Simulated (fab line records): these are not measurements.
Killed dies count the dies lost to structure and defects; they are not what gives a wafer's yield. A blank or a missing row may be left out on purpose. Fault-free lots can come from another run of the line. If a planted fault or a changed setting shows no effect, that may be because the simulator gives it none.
The tool behind it: which one? + flow n5-finfet + 33 wafers from 11 lots sampled at 5 of the route's 1938 steps

== WHAT EACH GAUGE READ, for each wafer ==
N5_BEOL_M13_OCD_MEAS_35. Usual: trench-depth-nm at 413 nm, with a standard deviation of 5.7.
| lot  | measured     | on     | trench-depth-nm (nm) | flag |
|------|--------------|--------|----------------------|------|
| L262 | day 11 17:18 | ocd-01 | 413 417 412          |      |
| L263 | day 12 02:16 | ocd-02 | 406 413 414          |      |
| L265 | day 12 12:09 | ocd-01 | 408 415 407          |      |
| L268 | day 13 05:37 | ocd-01 | 417 407 414          |      |
| L270 | day 14 04:31 | ocd-01 | 415 420 412          |      |
| L277 | day 15 07:44 | ocd-01 | 414 405 408          |      |
| L275 | day 15 12:45 | ocd-02 | 415 398 413          |      |
| L278 | day 15 18:37 | ocd-02 | 417 413 415          |      |
| L280 | day 16 08:05 | ocd-02 | 411 408 417          |      |
| L281 | day 16 18:04 | ocd-01 | 410 412 413          |      |
| L283 | day 17 06:35 | ocd-02 | 417 421 420          |      |

N5_BEOL_M14_CD_MEAS_10: the cd target is 250 nm. Usual: cd-nm at 249.3 nm, with a standard deviation of 1.1.
| lot  | measured     | on        | cd-nm (nm)        | flag |
|------|--------------|-----------|-------------------|------|
| L262 | day 11 21:19 | cd-sem-01 | 251.2 251.5 251.3 |      |
| L263 | day 12 06:10 | cd-sem-02 | 248.8 249.7 249.6 |      |
| L265 | day 12 16:02 | cd-sem-03 | 250.0 249.6 249.2 |      |
| L268 | day 13 08:18 | cd-sem-03 | 232.1 231.5 231.2 | OFF  |
| L270 | day 14 09:23 | cd-sem-03 | 231.4 232.7 251.4 | OFF  |
| L277 | day 15 10:19 | cd-sem-03 | 249.9 250.0 249.2 |      |
| L275 | day 15 16:53 | cd-sem-01 | 250.3 248.6 250.1 |      |
| L278 | day 15 23:25 | cd-sem-03 | 250.2 248.3 250.5 |      |
| L280 | day 16 10:50 | cd-sem-02 | 250.2 249.7 250.9 |      |
| L281 | day 16 22:20 | cd-sem-02 | 248.9 249.6 247.5 |      |
| L283 | day 17 10:02 | cd-sem-02 | 249.1 250.1 248.8 |      |

== WHAT TOOL EACH LOT RAN ON (gives the tool, then ch and the chambers of the sampled wafers, and finally the start) ==
| lot  | N5_BEOL_M13_TRENCH_ETCH_34         | N5_BEOL_M13_SPUTTER_43       | N5_BEOL_M14_PEB_08                |
|------|------------------------------------|------------------------------|-----------------------------------|
| L262 | rie-diel-04 ch 0,2,3, day 11 17:07 | pvd-sputter-03, day 11 19:28 | litho-track-04 ch 0, day 11 21:11 |
| L263 | rie-diel-04 ch 1,2,3, day 12 02:10 | pvd-sputter-03, day 12 04:26 | litho-track-02 ch 0, day 12 06:04 |
| L265 | rie-diel-06 ch 1,3, day 12 11:58   | pvd-sputter-01, day 12 14:19 | litho-track-04 ch 0, day 12 15:55 |
| L268 | rie-diel-03 ch 0,2,3, day 13 05:26 | pvd-sputter-03, day 13 06:28 | litho-track-04 ch 0, day 13 08:11 |
| L270 | rie-diel-03 ch 0,3, day 14 04:20   | pvd-sputter-01, day 14 07:32 | litho-track-04 ch 0, day 14 09:16 |
| L277 | rie-diel-06 ch 0,2, day 15 07:33   | pvd-sputter-02, day 15 08:28 | litho-track-02 ch 0, day 15 10:12 |
| L275 | rie-diel-03 ch 1,2, day 15 12:34   | pvd-sputter-02, day 15 14:23 | litho-track-02 ch 0, day 15 16:46 |
| L278 | rie-diel-03 ch 0,2, day 15 18:26   | pvd-sputter-02, day 15 21:32 | litho-track-01 ch 0, day 15 23:19 |
| L280 | rie-diel-03 ch 2,3, day 16 07:55   | pvd-sputter-03, day 16 08:44 | litho-track-01 ch 0, day 16 10:43 |
| L281 | rie-diel-04 ch 2,3, day 16 17:54   | pvd-sputter-01, day 16 20:29 | litho-track-04 ch 0, day 16 22:13 |
| L283 | rie-diel-06 ch 1,2,3, day 17 06:24 | pvd-sputter-03, day 17 08:03 | litho-track-01 ch 0, day 17 09:55 |
- N5_BEOL_M13_TRENCH_ETCH_34: etches SiOC in C4F8/O2/Ar, target depth 413.47 nm, time 162.6 s.
- N5_BEOL_M13_SPUTTER_43: material TaN, target thk 15 nm, time 24.19 s.
- N5_BEOL_M14_PEB_08: peb time 90 s.

== WHAT THE TOOLS THEMSELVES READ (means of the sampled wafers that have a number; where no wafer has one, the mark that the record gives instead) ==
N5_BEOL_M13_TRENCH_ETCH_34. Usual: drypump-motor-current-A 5.9 A, standard deviation 0.35; oes-product-au 0.80 a.u., standard deviation 0.076; rf-vpp-V 665.3 V, standard deviation 2.5; showerhead-plenum-p-Torr 3.41 Torr, standard deviation 0.083; throttle-valve-pct 24.2 %, standard deviation 0.31.
| lot  | tool        | drypump-motor-current-A (A) | oes-product-au (a.u.) | rf-vpp-V (V) | showerhead-plenum-p-Torr (Torr) | throttle-valve-pct (%) | flag |
|------|-------------|-----------------------------|-----------------------|--------------|---------------------------------|------------------------|------|
| L262 | rie-diel-04 | 5.8                         | 0.82                  | 664.6        | 3.36                            | 24.3                   |      |
| L263 | rie-diel-04 | 5.6                         | 0.74                  | 665.7        | 3.40                            | 24.2                   |      |
| L265 | rie-diel-06 | 5.9                         | 0.74                  | 665.1        | 3.40                            | 24.4                   |      |
| L268 | rie-diel-03 | 6.1                         | 0.81                  | 665.1        | 3.40                            | 24.0                   |      |
| L270 | rie-diel-03 | 6.1                         | 0.77                  | 666.2        | 3.46                            | 24.0                   |      |
| L277 | rie-diel-06 | 5.4                         | 0.80                  | 666.8        | 3.43                            | 24.2                   |      |
| L275 | rie-diel-03 | 6.2                         | 0.79                  | 665.5        | 3.39                            | 24.2                   |      |
| L278 | rie-diel-03 | 5.8                         | 0.83                  | 663.4        | 3.31                            | 23.8                   |      |
| L280 | rie-diel-03 | 6.3                         | 0.75                  | 666.1        | 3.45                            | 24.1                   |      |
| L281 | rie-diel-04 | 5.5                         | 0.74                  | 664.0        | 3.36                            | 24.2                   |      |
| L283 | rie-diel-06 | 5.6                         | 0.84                  | 665.6        | 3.40                            | 24.2                   |      |

N5_BEOL_M13_SPUTTER_43. Usual: bias-v 168.5 V, standard deviation 1.7; throttle-valve-pct 30.4 %, standard deviation 0.47.
| lot  | tool           | bias-v (V) | throttle-valve-pct (%) | flag |
|------|----------------|------------|------------------------|------|
| L262 | pvd-sputter-03 | 169.8      | 30.3                   |      |
| L263 | pvd-sputter-03 | 168.0      | 30.1                   |      |
| L265 | pvd-sputter-01 | 167.4      | 29.7                   |      |
| L268 | pvd-sputter-03 | 168.4      | 30.2                   |      |
| L270 | pvd-sputter-01 | 169.1      | 30.2                   |      |
| L277 | pvd-sputter-02 | 168.6      | 30.9                   |      |
| L275 | pvd-sputter-02 | 168.2      | 30.5                   |      |
| L278 | pvd-sputter-02 | 169.0      | 30.7                   |      |
| L280 | pvd-sputter-03 | 166.9      | 30.2                   |      |
| L281 | pvd-sputter-01 | 169.0      | 30.4                   |      |
| L283 | pvd-sputter-03 | 168.3      | 30.1                   |      |

N5_BEOL_M14_PEB_08. Usual: heater-power-total-W at 172.6 W, with a standard deviation of 0.78.
| lot  | tool           | heater-power-total-W (W) | flag |
|------|----------------|--------------------------|------|
| L262 | litho-track-04 | 171.3                    |      |
| L263 | litho-track-02 | 172.6                    |      |
| L265 | litho-track-04 | 172.5                    |      |
| L268 | litho-track-04 | 217.1                    | OFF  |
| L270 | litho-track-04 | 202.0                    | OFF  |
| L277 | litho-track-02 | 172.8                    |      |
| L275 | litho-track-02 | 172.5                    |      |
| L278 | litho-track-01 | 173.1                    |      |
| L280 | litho-track-01 | 171.5                    |      |
| L281 | litho-track-04 | 171.6                    |      |
| L283 | litho-track-01 | 172.2                    |      |

== THE ANSWER, worked out from the rows above alone ==
Rule: a lot counts as off when the mean over its wafers that have a number is more than 3 standard deviations away from the usual mean. Also off: a lot with no number at a reading for which 4 or more lots have one. Any other lot the step has rows for is counted as sound. First the gauges in route order, then the tools' own readings, where a lot's mean is used as printed above. At the first step where some lot is off, the reading lying furthest off is the one used; lots without a number count as furthest.
Off, at N5_BEOL_M14_CD_MEAS_10 on cd-nm: L268, L270.
A tool fits if, at a process step before that reading, it ran every lot that is off, and no sound lot after the first of them. The gauges at N5_BEOL_M14_CD_MEAS_10 aren't tried: what is off there is off at N5_BEOL_M14_PEB_08 too, on other tools, and a gauge's error can't cause that. No candidate that was tried fits.

== WHAT HAD BEEN PUT IN BY THE SIMULATOR ==
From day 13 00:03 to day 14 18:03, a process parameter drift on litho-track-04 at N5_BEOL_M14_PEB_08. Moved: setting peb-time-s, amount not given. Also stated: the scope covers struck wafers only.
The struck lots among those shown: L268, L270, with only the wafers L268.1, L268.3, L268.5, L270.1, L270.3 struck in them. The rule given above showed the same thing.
